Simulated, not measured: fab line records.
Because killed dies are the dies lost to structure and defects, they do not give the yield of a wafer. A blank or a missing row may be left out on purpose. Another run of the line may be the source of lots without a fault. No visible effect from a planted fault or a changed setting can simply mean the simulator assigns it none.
One fault through the eyes of 2 desks    flow n5-finfet    numbers are kept per desk, each desk with only its own; the story behind them comes last

== FROM THE METROLOGY DESK ==
Lot by lot, what the gauges showed, no matter which tool ran the lot: averages of those sampled wafers that carry a number. Any lot whose mean is over 4 standard deviations away from the usual mean is out of limits and marked OUT; that distance is given in the brackets. It has 10 readings; the 7 that lie furthest out on some lot are the ones shown.
Columns: A = IOFF_N at N5_BEOL_M4_RC_MEAS_101, usual 0.160 nA/um; B = IOFF_P at N5_BEOL_M4_RC_MEAS_101, usual 0.21 nA/um; C = ION_N at N5_BEOL_M4_RC_MEAS_101, usual 672 uA/um; D = ION_P at N5_BEOL_M4_RC_MEAS_101, usual 461 uA/um; E = SS_N at N5_BEOL_M4_RC_MEAS_101, usual 71.4 mV/dec; F = SS_P at N5_BEOL_M4_RC_MEAS_101, usual 73.2 mV/dec; G = VT_N at N5_BEOL_M4_RC_MEAS_101, usual 249.3 mV
lot   first seen here  A      B     C    D    E     F     G
L654  day 9 05:07      0.171  0.22  669  460  71.3  73.5  248.9
L662  day 10 16:04     0.139  0.17  662  451  70.9  73.5  252.4
L664  day 11 10:19     0.186  0.25  680  467  71.5  73.8  247.2
L665  day 11 14:34     0.200  0.26  690  470  72.1  74.1  243.9
L668  day 11 20:56     0.160  0.24  668  464  71.1  73.1  247.7
This desk's finding: nothing out of limits on any of the 5 lots.

== AT THE TOOL OWNER'S DESK: rie-diel-04 ==
The tool's own readings at N5_BEOL_M1_DESCUM_33 (chemistry O2, time 7 s): means of the sampled wafers that have a number, for each lot that ran on this tool. Any lot whose mean is over 4 standard deviations away from the usual mean is out of limits and marked OUT; that distance is given in the brackets.
Columns: A = drypump-motor-current-A at N5_BEOL_M1_DESCUM_33, usual 5.8 A; B = oes-product-au at N5_BEOL_M1_DESCUM_33, usual 0.80 a.u.; C = rf-fwd-power-W at N5_BEOL_M1_DESCUM_33, usual 49.35 W; D = rf-vpp-V at N5_BEOL_M1_DESCUM_33, usual 243.7 V; E = showerhead-plenum-p-Torr at N5_BEOL_M1_DESCUM_33, usual 2.13 Torr; F = throttle-valve-pct at N5_BEOL_M1_DESCUM_33, usual 20.4 %
lot   first seen here  A    B     C      D      E     F
L654  day 7 09:22      5.8  0.73  49.62  243.4  2.11  20.6
L662  day 9 01:50      5.7  0.72  -      242.6  2.13  20.8
L664  day 9 08:47      5.7  0.82  49.52  243.7  2.14  20.5
L665  day 9 14:19      5.9  0.82  49.53  243.8  2.17  20.3
This desk's finding: nothing out of limits on any of the 4 lots.

== TAKEN TOGETHER ==
The metrology desk saw nothing out of limits.
Nothing out of limits was seen by the tool owner's desk.

== WHAT THE SIMULATOR PUT IN ==
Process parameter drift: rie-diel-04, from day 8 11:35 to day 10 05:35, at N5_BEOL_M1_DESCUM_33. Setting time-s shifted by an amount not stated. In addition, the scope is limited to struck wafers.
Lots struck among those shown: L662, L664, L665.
